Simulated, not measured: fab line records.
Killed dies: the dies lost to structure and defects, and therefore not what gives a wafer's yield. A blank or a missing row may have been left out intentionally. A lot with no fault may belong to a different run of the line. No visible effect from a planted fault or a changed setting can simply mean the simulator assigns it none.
A lot that was struck, set against a sound lot + flow nand_harc + 14 steps out of a route of 1159
Sound: these wafers, L609.2, L609.3, L609.4. Wafers struck: L601.1, L601.4, L601.6. At the end, the cause is stated.
For every step that has rows: the tool of each side, followed by ch and its chambers, followed by its first start. Under that, the readings that differ: sound wafers + struck wafers + difference of the means + sigmas: that difference in standard deviations of wafers without a fault.
alike: readings with means less than 2 such deviations apart, plus words and numbers identical on both sides. not compared: withheld readings, readings lacking a value on some wafer, bounds such as >300 that could conceal the same value, and numbers that have no deviation in the record and whose values overlap.
A row with sigmas, a row that says differs or no value, or rows on one side alone: a step with any of these is where the two part. When numbers do not overlap yet have no deviation, they are printed without sigmas and do not part them. A reading that every wafer of one side lacks parts them only if that side has two wafers or more.

NHARC_A_STAIRCASE_STRIP_316: strips in O2.
  sound on rie_diel-10 ch 0,1,3; struck on rie_diel-09 ch 2,3
  alike: drypump_motor_current_A, oes_product_au, rf_vpp_V, showerhead_plenum_p_Torr, throttle_valve_pct
  not compared: rf_hours_counter_h
then, 3 steps without rows for these wafers: NHARC_A_STAIRCASE_STRIP_317 (strips in SPM, time 900 s); NHARC_A_STAIRCASE_PRECLEAN_318 (cleans in SC1); NHARC_A_STAIRCASE_SRD_329.
NHARC_A_STAIRCASE_ALD_415: deposits SiO2, target thk 30 nm, pulse time 6 s, ald cycles 300.
  sound on ald_hk-01 ch 0,1,2, day 15 06:23; struck on ald_hk-01 ch 0,3, day 12 11:59
  alike: heater_power_outer_w, heater_power_w, precursor_pulse_height_rel
NHARC_A_STAIRCASE_ETCHBACK_416: etches the open film in C4F8/O2/Ar, target depth 36 nm, time 7.2 s.
  sound on rie_diel-13 ch 0,2; struck on rie_diel-10 ch 0,3
  alike: oes_product_au, rf_vpp_V
  not compared: rf_hours_counter_h
NHARC_A_STAIRCASE_STRIP_476: strips in O2, time 20 s.
  sound on rie_diel-13 ch 0,1,2, day 15 09:13; struck on rie_diel-10 ch 1,2, day 12 13:55
  alike: drypump_motor_current_A, oes_product_au, rf_vpp_V, showerhead_plenum_p_Torr, throttle_valve_pct
  not compared: rf_hours_counter_h
NHARC_A_STAIRCASE_DEP_417: deposits Si3N4, target thk 60 nm.
  sound on pecvd-04 ch 0,2, day 15 09:19; struck on pecvd-02 ch 1,2, day 12 14:07
  alike: heater_power_w
then, 3 steps without rows for these wafers: NHARC_A_STAIRCASE_WET_418 (chemistry H3PO4, target depth 20 nm); NHARC_A_STAIRCASE_PRECLEAN_419 (cleans in SC1); NHARC_A_STAIRCASE_SRD_421.
NHARC_A_STAIRCASE_ALD_420: deposits SiO2, target thk 20 nm, pulse time 6 s, ald cycles 200.
  sound on ald_hk-04 ch 0,1,3, day 15 14:37; struck on ald_hk-04 ch 0,2, day 12 16:52
  no value came back on the struck wafers for ald_cycles, heater_power_outer_w (W), heater_power_w (W), precursor_pulse_height_rel; on the sound wafers ald_cycles reads 200 200 200
then, 1 step without rows for these wafers: NHARC_A_STAIRCASE_CVD_552 (deposits SiNx, target thk 40 nm).
-- jump in the record: it breaks off in module A_STAIRCASE and resumes in module END (first step shown: number 1159 of the route), and 8 days separate the struck wafers' starts before and after --
NHARC_END_SORT_01:
  at this point the record logs the struck wafers (prober-01 ch 0, day 20 05:29) and has no rows for the sound ones

== WHERE THEY PART ==
Earliest at NHARC_A_STAIRCASE_ALD_420; latest, in this record, at NHARC_END_SORT_01.

WHY: what had been put in by the simulator
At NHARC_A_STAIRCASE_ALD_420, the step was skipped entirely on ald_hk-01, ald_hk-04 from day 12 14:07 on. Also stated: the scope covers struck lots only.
